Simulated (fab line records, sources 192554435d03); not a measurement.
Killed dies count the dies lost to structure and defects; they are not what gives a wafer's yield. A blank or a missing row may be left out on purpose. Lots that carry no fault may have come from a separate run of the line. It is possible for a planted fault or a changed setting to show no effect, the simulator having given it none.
Matching of chambers ; flow n5 finfet ; N5_GATE_CUT_ETCH_37 on rie diel-06 has 4 sister chambers
The step etches SOC in N2/H2, target depth 60 nm, overetch 12 nm, time 90 s. 22 wafers are shown with their chamber, then 11 later ones without.

## EACH WAFER AND ITS CHAMBER
wafer;chamber;showerhead plenum p Torr (Torr);drypump motor current A (A);oes product au (a.u.)
L079.2;2;2.61;5.2;0.85
L079.3;1;2.61;5.5;0.63
L079.4;0;2.54;6.2;0.73
L080.2;0;2.54;6.2;0.73
L080.3;2;2.61;5.2;0.84
L080.5;3;2.47;5.4;0.82
L084.2;2;2.61;5.2;0.83
L084.4;1;2.61;5.5;0.62
L084.5;2;2.61;5.2;0.83
L086.3;3;2.47;5.4;0.82
L086.4;2;2.61;5.2;0.82
L086.5;0;2.54;6.2;0.72
L087.2;1;2.61;5.5;0.62
L087.3;2;2.61;5.2;0.82
L087.5;2;2.61;5.2;0.83
L090.2;0;2.54;6.3;0.72
L090.4;1;2.61;5.6;0.62
L090.5;2;2.61;5.2;0.81
L091.1;0;2.54;6.2;0.72
L091.2;2;2.60;5.2;0.81
L091.4;3;2.47;5.4;0.80
L092.1;1;2.61;5.5;0.61

SIGNATURES (means of the wafers above)
reading;chamber 0;chamber 1;chamber 2;chamber 3;scatter within a chamber
showerhead plenum p Torr;2.5400;2.6100;2.6089;2.4700;0.00222
drypump motor current A;6.220;5.520;5.200;5.400;0.0298
oes product au;0.7240;0.6200;0.8267;0.8133;0.0105
Rule: distance of a wafer from a chamber = root of the sum over the readings of ((wafer's reading minus chamber's mean) / reading's scatter) squared. The wafer belongs to the nearest chamber; if the next one is less than 2 further off, it can't be placed. How the scatter is found: for the shown wafers, subtract from each reading the mean of its chamber, square and add these, divide the total by (wafers less chambers), then take the root.

## WAFERS WITHOUT THEIR CHAMBER
wafer;showerhead plenum p Torr (Torr);drypump motor current A (A);oes product au (a.u.)
L092.4;2.54;6.2;0.72
L092.6;2.61;5.5;0.62
L093.1;2.54;6.2;0.71
L093.5;2.61;5.5;0.62
L093.6;2.60;5.2;0.80
L095.2;2.54;6.2;0.72
L095.3;2.60;5.2;0.80
L095.5;2.47;5.4;0.79
L097.1;2.60;5.2;0.79
L097.2;2.60;5.5;0.61
L097.4;2.46;5.4;0.79

## THE CHAMBER EACH PASSED THROUGH
wafer;from the rows above;in truth
L092.4;0;0
L092.6;1;1
L093.1;0;0
L093.5;1;1
L093.6;2;2
L095.2;0;0
L095.3;2;2
L095.5;3;3
L097.1;2;2
L097.2;1;1
L097.4;3;3
Correctly placed: 11 of 11. Number that these rows cannot place: 0. Wrongly placed: 0.
